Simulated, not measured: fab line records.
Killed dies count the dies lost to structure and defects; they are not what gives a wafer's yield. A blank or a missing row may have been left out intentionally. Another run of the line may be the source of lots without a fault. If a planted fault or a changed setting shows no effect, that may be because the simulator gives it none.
Chamber matching || flow n5_finfet || N5_BEOL_M6_VIA_ETCH_34 on rie_diel-02 has 4 sister chambers
The step etches SiCOH lowk in C4F6/O2, target depth 126.3 nm, time 50.9 s. 8 wafers are shown with their chamber, then 10 later ones without.

## WAFERS PAIRED WITH THEIR CHAMBERS
{"wafer": "L079.5", "chamber": 1, "rf_vpp_V (V)": 690, "throttle_valve_pct (%)": 20.92}
{"wafer": "L081.5", "chamber": 3, "rf_vpp_V (V)": 656, "throttle_valve_pct (%)": 20.66}
{"wafer": "L085.3", "chamber": 2, "rf_vpp_V (V)": 696, "throttle_valve_pct (%)": 20.23}
{"wafer": "L085.4", "chamber": 1, "rf_vpp_V (V)": 690, "throttle_valve_pct (%)": 20.95}
{"wafer": "L086.2", "chamber": 2, "rf_vpp_V (V)": 696, "throttle_valve_pct (%)": 20.26}
{"wafer": "L086.5", "chamber": 3, "rf_vpp_V (V)": 655, "throttle_valve_pct (%)": 20.68}
{"wafer": "L089.1", "chamber": 0, "rf_vpp_V (V)": 668, "throttle_valve_pct (%)": 20.62}
{"wafer": "L089.4", "chamber": 0, "rf_vpp_V (V)": 667, "throttle_valve_pct (%)": 20.62}

## WAFERS MISSING THEIR CHAMBER
{"wafer": "L089.6", "rf_vpp_V (V)": 656, "throttle_valve_pct (%)": 20.69}
{"wafer": "L091.2", "rf_vpp_V (V)": 697, "throttle_valve_pct (%)": 20.27}
{"wafer": "L091.5", "rf_vpp_V (V)": 697, "throttle_valve_pct (%)": 20.28}
{"wafer": "L091.6", "rf_vpp_V (V)": 690, "throttle_valve_pct (%)": 20.65}
{"wafer": "L094.1", "rf_vpp_V (V)": 691, "throttle_valve_pct (%)": 20.66}
{"wafer": "L094.4", "rf_vpp_V (V)": 695, "throttle_valve_pct (%)": 20.30}
{"wafer": "L094.5", "rf_vpp_V (V)": 691, "throttle_valve_pct (%)": 20.65}
{"wafer": "L092.4", "rf_vpp_V (V)": 691, "throttle_valve_pct (%)": 20.67}
{"wafer": "L092.5", "rf_vpp_V (V)": 696, "throttle_valve_pct (%)": 20.29}
{"wafer": "L092.6", "rf_vpp_V (V)": 692, "throttle_valve_pct (%)": 20.67}

## CHAMBER TAKEN BY EACH
{"wafer": "L089.6", "from the rows above": 3, "in truth": 3}
{"wafer": "L091.2", "from the rows above": 2, "in truth": 2}
{"wafer": "L091.5", "from the rows above": 2, "in truth": 2}
{"wafer": "L091.6", "from the rows above": 1, "in truth": 1}
{"wafer": "L094.1", "from the rows above": 1, "in truth": 1}
{"wafer": "L094.4", "from the rows above": 2, "in truth": 2}
{"wafer": "L094.5", "from the rows above": 1, "in truth": 1}
{"wafer": "L092.4", "from the rows above": 1, "in truth": 1}
{"wafer": "L092.5", "from the rows above": 2, "in truth": 2}
{"wafer": "L092.6", "from the rows above": 1, "in truth": 1}
10 of 10 placed correctly. Left unplaced by these rows: 0. Wrongly placed: 0.
How it was worked out, from the rows above alone: a wafer's distance from a chamber is the root of the sum, over the readings, of the square of ((its reading less the chamber's mean) divided by the reading's scatter). The wafer belongs to the nearest chamber; if the next one is less than 2 further off, it can't be placed. For every chamber, the mean is computed from those of its wafers that are shown. The scatter: the root of (the sum of the squares of (reading less its chamber's mean) over the shown wafers, divided by (wafers less chambers)).
